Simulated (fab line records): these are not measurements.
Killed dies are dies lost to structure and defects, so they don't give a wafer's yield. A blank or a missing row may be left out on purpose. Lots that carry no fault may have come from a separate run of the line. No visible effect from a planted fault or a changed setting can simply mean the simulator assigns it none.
A struck lot beside a sound one | flow nand_harc | 23 out of 1302 route steps
Sound: wafers L958.1, L958.2, L958.3. Struck: wafer L951.2. The cause is given at the end.
For every step that has rows: the tool of each side, followed by ch and its chambers, followed by its first start. Under that, the readings that differ: sound wafers | struck wafers | difference of the means | sigmas: that difference in standard deviations of wafers without a fault.
alike: words and numbers the same on both sides, and readings whose means are apart by under 2 such deviations; not compared: readings that were withheld, readings missing a value for some wafer, numbers with overlapping values and no deviation given by the record, and bounds like >300 which may hide the same value.
A row with sigmas, a row that says differs or no value, or rows on one side alone: a step with any of these is where the two part. Non-overlapping numbers with no deviation appear without sigmas and do not part them. A reading missing from all wafers of one side parts the sides only when that side holds two or more wafers.

first, 4 steps without rows for these wafers: NHARC_P_M0_EBR_05; NHARC_P_M0_EXPOSE_06 (exposes mask P M0, target cd 90 nm); NHARC_P_M0_PEB_07 (peb time 65 s); NHARC_P_M0_DEVELOP_08 (develop time 35 s).
NHARC_P_M0_CD_MEAS_09: target cd 90 nm.
  sound on cd_sem-03 ch 0, day 12 02:10; struck on cd_sem-03 ch 0, day 9 04:26
  alike: cd_nm
NHARC_P_M0_OVL_MEAS_10: pitch 180 nm.
  sound on overlay-01, day 12 02:15; struck on overlay-02, day 9 04:31
  reading           | sound          | struck | difference | sigmas
  overlay_x_nm (nm) | -0.1 -0.3 -0.5 | -2.0   | -1.7       | -2
  alike: overlay_y_nm
NHARC_P_M0_INSPECT_11:
  sound on defect_inspect-02, day 12 02:17; struck on defect_inspect-01, day 9 04:33
  reading          | sound  | struck | difference | sigmas
  raw_defect_count | 6 5 15 | 2      | -7         | -2
then, 1 step without rows for these wafers: NHARC_P_M0_DESCUM_14 (chemistry O2, time 3 s).
NHARC_P_M0_ETCH_34: etches the open film in N2/H2, target depth 40 nm, overetch 12 nm, time 43.94 s.
  sound on rie_diel-12 ch 0,1,3, day 12 02:26; struck on rie_diel-13 ch 3, day 9 04:59
  reading                | sound    | struck | difference | sigmas
  rf_hours_counter_h (h) | 53 56 53 | 11     | -43        |
  alike: drypump_motor_current_A, oes_product_au, rf_vpp_V, showerhead_plenum_p_Torr, throttle_valve_pct
NHARC_P_M0_ETCH_15: etches the open film in C4F8/Ar, target depth 150 nm, overetch 15 nm, time 82.5 s.
  sound on rie_diel-12 ch 0,1,3; struck on rie_diel-13 ch 2
  reading                | sound             | struck | difference | sigmas
  rf_hours_counter_h (h) | 53 53 56          | 12     | -42        |
  rf_vpp_V (V)           | 436.9 437.0 439.4 | 442.7  | +4.9       | +3
  alike: oes_product_au
NHARC_P_M0_CD_MEAS_16:
  sound on cd_sem-03, day 12 02:39; struck on cd_sem-03, day 9 05:11
  alike: cd_nm
NHARC_P_M0_STRIP_18: strips in N2/H2.
  sound on rie_diel-12 ch 0,1,3, day 12 02:45; struck on rie_diel-10 ch 2, day 9 05:16
  reading                | sound             | struck | difference | sigmas
  oes_product_au (a.u.)  | 1.003 1.003 1.010 | 0.988  | -0.017     | -2
  rf_hours_counter_h (h) | 53 56 53          | 19     | -35        |
  alike: drypump_motor_current_A, rf_vpp_V, showerhead_plenum_p_Torr, throttle_valve_pct
NHARC_P_M0_STRIP_19: strips in post etch residue remover, time 600 s.
  sound on wet_bench-07 ch 1,3,4, day 12 03:00; struck on wet_bench-07 ch 6, day 9 05:38
then, 1 step without rows for these wafers: NHARC_P_M0_DEGAS_28 (time 60 s).
NHARC_P_M0_PRE_CLEAN_29: time 30 s.
  sound on pvd_sputter-03; struck on pvd_sputter-01
  alike: heater_power_w
then, 4 steps without rows for these wafers: NHARC_P_M0_PVD_20 (deposits TaN, target thk 5 nm, time 8.06 s); NHARC_P_M0_PVD_21 (deposits Cu, target thk 30 nm, time 20.49 s); NHARC_P_M0_ECD_22 (material Cu, target thk 400 nm); NHARC_P_M0_ANNEAL_30 (time 90 s).
NHARC_P_M0_CMP_23: polishes, t overpolish 20 s, target thk 117.54 nm.
  sound on cmp-03 ch 1,2,3, day 12 04:21; struck on cmp-02 ch 0, day 9 06:58
  reading             | sound          | struck | difference | sigmas
  motor_current_A (A) | 15.2 11.2 12.1 | 9.2    | -3.6       | -3
  alike: slurry_flow_ml_min, time_to_endpoint_s
NHARC_P_M0_THK_MEAS_24: measures by xrf.
  sound on film_metro-01, day 12 04:40; struck on film_metro-01, day 9 07:15
  alike: thk_nm
after that, 1 step had no rows for these wafers: NHARC_P_M0_SRD_25.
-- record jumps: 18 days between struck wafers' starts before vs after; left off in module P_M0, resumes in module END, first step shown is number 1302 of the route --
NHARC_END_SORT_01:
  only the struck wafers appear in the record here, on prober-02 ch 0 at day 27 15:07; the sound ones have no rows

== WHERE THEY PART ==
First at NHARC_P_M0_OVL_MEAS_10; last, within this record, at NHARC_END_SORT_01.

WHY: the cause the simulator had injected
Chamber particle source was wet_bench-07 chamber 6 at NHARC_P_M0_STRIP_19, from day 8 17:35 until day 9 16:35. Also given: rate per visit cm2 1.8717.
